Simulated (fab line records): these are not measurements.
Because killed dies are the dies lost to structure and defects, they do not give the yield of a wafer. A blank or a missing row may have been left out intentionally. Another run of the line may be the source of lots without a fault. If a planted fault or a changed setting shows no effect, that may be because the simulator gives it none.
Which tool did it?	flow n5-finfet	29 wafers from 10 lots sampled at 5 of the route's 1938 steps

== WHAT THE GAUGES READ, wafer by wafer ==
N5_BEOL_M13_THK_MEAS_01.
lot	measured	on	M13_ILD_THK (nm)
L917	day 13 18:52	film-metro-01	823 841 844
L919	day 13 23:04	film-metro-01	820 836 840
L920	day 14 15:43	film-metro-01	838 853 840
L922	day 14 21:02	film-metro-01	851 854 863
L923	day 16 12:55	film-metro-01	832 973 854
L928	day 17 08:27	film-metro-01	832 846 970
L931	day 17 13:40	film-metro-02	829 982
L933	day 18 03:56	film-metro-02	827 843 835
L934	day 18 06:46	film-metro-02	839 836 840
L939	day 19 08:58	film-metro-02	824 839 841

== WHAT TOOL EACH LOT RAN ON (gives the tool, then ch and the chambers of the sampled wafers, and finally the start) ==
lot	N5_BEOL_M12_ETCH_38	N5_BEOL_M12_PRE_CLEAN_42	N5_BEOL_M12_SPUTTER_43	N5_BEOL_M13_ILD_DEP_00
L917	rie-diel-05 ch 2,3, day 13 17:09	pvd-sputter-03, day 13 17:29	pvd-sputter-03, day 13 17:31	pecvd-04 ch 0,1,2, day 13 18:43
L919	rie-diel-03 ch 0,2,3, day 13 20:55	pvd-sputter-02, day 13 21:40	pvd-sputter-02, day 13 21:42	pecvd-03 ch 0,2, day 13 22:54
L920	rie-diel-05 ch 2,3, day 14 13:35	pvd-sputter-01, day 14 14:15	pvd-sputter-01, day 14 14:17	pecvd-04 ch 0,2, day 14 15:30
L922	rie-diel-02 ch 0,1, day 14 19:16	pvd-sputter-01, day 14 19:38	pvd-sputter-01, day 14 19:41	pecvd-03 ch 0,1,2, day 14 20:56
L923	rie-diel-02 ch 0,2,3, day 16 10:47	pvd-sputter-02, day 16 11:22	pvd-sputter-02, day 16 11:25	pecvd-04 ch 0,1, day 16 12:43
L928	rie-diel-02 ch 0,2,3, day 17 06:37	pvd-sputter-01, day 17 07:02	pvd-sputter-01, day 17 07:04	pecvd-04 ch 1,2, day 17 08:18
L931	rie-diel-03 ch 1, day 17 11:50	pvd-sputter-02, day 17 12:14	pvd-sputter-02, day 17 12:17	pecvd-04 ch 0,2, day 17 13:31
L933	rie-diel-05 ch 0,1,3, day 18 02:07	pvd-sputter-03, day 18 02:32	pvd-sputter-03, day 18 02:35	pecvd-02 ch 0,1,2, day 18 03:47
L934	rie-diel-05 ch 0,1,2, day 18 02:58	pvd-sputter-03, day 18 05:18	pvd-sputter-03, day 18 05:20	pecvd-03 ch 0,1,2, day 18 06:37
L939	rie-diel-03 ch 0,1, day 19 06:41	pvd-sputter-03, day 19 07:10	pvd-sputter-03, day 19 07:12	pecvd-02 ch 0,2, day 19 08:49
- N5_BEOL_M12_ETCH_38: etches SiCN in CF4/N2, target depth 68.7 nm, time 73.4 s.
- N5_BEOL_M12_PRE_CLEAN_42: time 30 s.
- N5_BEOL_M12_SPUTTER_43: material TaN, target thk 15 nm, time 24.19 s.
- N5_BEOL_M13_ILD_DEP_00: deposits SiOC from DEMS/O2, target thk 837.92 nm, time 166.4 s.

== AS READ BY THE TOOLS THEMSELVES (means over the sampled wafers that have a number; for cases with no such wafer, the mark the record gives instead) ==
N5_BEOL_M12_ETCH_38.
lot	tool	drypump-motor-current-A (A)	oes-product-au (a.u.)	rf-vpp-V (V)	showerhead-plenum-p-Torr (Torr)	throttle-valve-pct (%)
L917	rie-diel-05	5.6	0.76	381.5	2.19	15.20
L919	rie-diel-03	5.6	0.91	383.6	2.27	15.08
L920	rie-diel-05	5.5	0.72	382.2	2.19	15.31
L922	rie-diel-02	5.5	0.80	381.9	2.20	15.28
L923	rie-diel-02	6.2	0.74	382.9	2.23	15.56
L928	rie-diel-02	6.2	0.73	383.2	2.23	15.57
L931	rie-diel-03	6.3	0.79	380.0	2.12	15.75
L933	rie-diel-05	5.6	0.88	383.3	2.22	15.15
L934	rie-diel-05	5.8	0.82	382.2	2.22	15.23
L939	rie-diel-03	5.9	0.79	379.9	2.13	15.52

N5_BEOL_M12_PRE_CLEAN_42.
lot	tool	heater-power-w (W)
L917	pvd-sputter-03	381
L919	pvd-sputter-02	335
L920	pvd-sputter-01	318
L922	pvd-sputter-01	328
L923	pvd-sputter-02	357
L928	pvd-sputter-01	325
L931	pvd-sputter-02	312
L933	pvd-sputter-03	346
L934	pvd-sputter-03	355
L939	pvd-sputter-03	337

N5_BEOL_M12_SPUTTER_43.
lot	tool	throttle-valve-pct (%)
L917	pvd-sputter-03	30.8
L919	pvd-sputter-02	30.4
L920	pvd-sputter-01	29.0
L922	pvd-sputter-01	28.9
L923	pvd-sputter-02	29.2
L928	pvd-sputter-01	29.9
L931	pvd-sputter-02	30.0
L933	pvd-sputter-03	30.4
L934	pvd-sputter-03	29.8
L939	pvd-sputter-03	30.1

N5_BEOL_M13_ILD_DEP_00.
lot	tool	heater-power-w (W)	run-length-s (s)	showerhead-plenum-p-Torr (Torr)	throttle-valve-pct (%)
L917	pecvd-04	500	211.1	5.693	12.0
L919	pecvd-03	574	211.0	5.689	12.0
L920	pecvd-04	506	211.2	5.694	11.5
L922	pecvd-03	518	211.6	5.680	12.0
L923	pecvd-04	558	219.7	5.683	12.2
L928	pecvd-04	524	219.3	5.680	11.5
L931	pecvd-04	502	224.1	5.688	11.9
L933	pecvd-02	546	210.4	5.702	11.4
L934	pecvd-03	561	211.2	5.683	11.8
L939	pecvd-02	537	210.8	5.704	11.0

== THE ANSWER, worked out from the rows above alone ==
Rule: usual is defined by the lots themselves. The widest of any qualifying gaps counts: lots, ordered by their means at a reading, are off when they make up no more than a third of the lots, leave a main group of 4 or more, and stand apart from it by 3 or more times the standard deviation of that group's means. A main group is skipped when, at the precision printed for the reading in the tables above, its means are all equal. Also off: a lot with no number at a reading for which 4 or more lots have one. All remaining lots with rows at the step are treated as sound. The gauges are gone through in route order, then the tools' own readings, and for those a lot's mean is taken as printed above. At the first step where some lot is off, the reading lying furthest off is the one used; lots without a number count as furthest.
Off: L923, L928, L931, seen at N5_BEOL_M13_THK_MEAS_01 (M13_ILD_THK). Mean 839 nm and standard deviation 7.6 in the main group.
A tool fits if, at a process step before that reading, it ran every lot that is off, and no sound lot after the first of them. Not tried: the gauges at N5_BEOL_M13_THK_MEAS_01; whatever is off there is also off at N5_BEOL_M13_ILD_DEP_00, on other tools, and gauge error can't account for it. One candidate fits, namely pecvd-04 at N5_BEOL_M13_ILD_DEP_00. Its last sound lot is L920 (day 14 15:30), its first lot that is off L923 (day 16 12:43): a fault that began between those two fits.
The tool's own readings at N5_BEOL_M13_ILD_DEP_00 bear it out: on the lots that are off they differ by more than 5 times the standard deviation of the sound lots' means. run-length-s reads 221.0 s there against 211.0 s on the sound lots.

== WHAT HAD BEEN PUT IN BY THE SIMULATOR ==
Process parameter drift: pecvd-04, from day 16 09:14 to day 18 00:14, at N5_BEOL_M13_ILD_DEP_00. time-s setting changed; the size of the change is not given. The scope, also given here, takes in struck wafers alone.
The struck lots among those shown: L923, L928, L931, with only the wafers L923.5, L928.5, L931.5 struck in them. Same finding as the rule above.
